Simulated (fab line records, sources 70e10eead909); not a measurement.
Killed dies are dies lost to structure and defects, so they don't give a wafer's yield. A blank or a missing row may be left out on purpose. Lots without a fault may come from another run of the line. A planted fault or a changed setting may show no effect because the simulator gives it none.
Chamber matching | flow nand_harc | NHARC_P_GATE_DESCUM_48 on rie_diel-07: 4 sister chambers
The step chemistry O2, time 3 s. 22 wafers are shown with their chamber, then 11 later ones without.

WAFERS WITH THEIR CHAMBER
wafer  | chamber | showerhead_plenum_p_Torr (Torr) | oes_product_au (a.u.) | o2_flow_sccm (sccm)
L074.1 | 0       | 1.85                            | 0.998                 | 199.2
L074.2 | 3       | 1.81                            | 0.996                 | 199.3
L074.4 | 2       | 1.92                            | 0.988                 | 201.4
L077.2 | 1       | 2.06                            | 1.001                 | 201.4
L077.3 | 0       | 1.85                            | 0.991                 | 199.7
L077.6 | 1       | 2.06                            | 0.999                 | 200.7
L079.2 | 3       | 1.81                            | 1.006                 | 199.9
L079.5 | 2       | 1.92                            | 0.992                 | 200.3
L079.6 | 3       | 1.81                            | 1.007                 | 200.0
L080.1 | 0       | 1.85                            | 0.988                 | 199.5
L080.3 | 3       | 1.81                            | 1.016                 | 199.9
L080.5 | 3       | 1.81                            | 1.006                 | 200.3
L082.1 | 1       | 2.06                            | 1.007                 | 199.8
L082.4 | 3       | 1.81                            | 1.003                 | 199.7
L082.6 | 0       | 1.85                            | 1.000                 | 199.9
L083.2 | 0       | 1.85                            | 0.983                 | 198.9
L083.4 | 2       | 1.91                            | 1.006                 | 200.1
L083.6 | 2       | 1.91                            | 1.001                 | 200.0
L084.2 | 2       | 1.91                            | 0.995                 | 200.3
L084.3 | 1       | 2.06                            | 1.007                 | 200.1
L084.5 | 2       | 1.91                            | 0.992                 | 199.9
L087.1 | 0       | 1.85                            | 0.988                 | 198.8

SIGNATURES (means of the wafers above)
reading                  | chamber 0 | chamber 1 | chamber 2 | chamber 3 | scatter within a chamber
showerhead_plenum_p_Torr | 1.8500    | 2.0600    | 1.9133    | 1.8100    | 0.00272
oes_product_au           | 0.99133   | 1.00350   | 0.99567   | 1.00567   | 0.0062
o2_flow_sccm             | 199.333   | 200.500   | 200.333   | 199.850   | 0.501
Rule: a wafer's distance from a chamber is the root of the sum, over the readings, of the square of ((its reading less the chamber's mean) divided by the reading's scatter). The wafer belongs to the nearest chamber; if the next one is less than 2 further off, it can't be placed. The scatter: the root of (the sum of the squares of (reading less its chamber's mean) over the shown wafers, divided by (wafers less chambers)).

WAFERS WITHOUT THEIR CHAMBER
wafer  | showerhead_plenum_p_Torr (Torr) | oes_product_au (a.u.) | o2_flow_sccm (sccm)
L087.2 | 2.06                            | 1.014                 | 199.5
L087.6 | 1.85                            | 0.991                 | 198.6
L090.1 | 2.06                            | 1.000                 | 200.6
L090.3 | 1.85                            | 0.990                 | 200.3
L090.5 | 1.85                            | 0.990                 | 199.9
L093.1 | 1.91                            | 0.994                 | 199.9
L093.2 | 1.85                            | 0.986                 | 199.6
L093.3 | 1.80                            | 0.994                 | 199.3
L094.1 | 1.85                            | 0.995                 | 199.7
L094.2 | 1.80                            | 0.996                 | 200.5
L094.4 | 1.91                            | 1.001                 | 198.6

WHICH CHAMBER EACH WENT THROUGH
wafer  | from the rows above | in truth
L087.2 | 1                   | 1
L087.6 | 0                   | 0
L090.1 | 1                   | 1
L090.3 | 0                   | 0
L090.5 | 0                   | 0
L093.1 | 2                   | 2
L093.2 | 0                   | 0
L093.3 | 3                   | 3
L094.1 | 0                   | 0
L094.2 | 3                   | 3
L094.4 | 2                   | 2
Placed correctly: 11 of 11. Can't be placed from these rows: 0. Placed wrongly: 0.
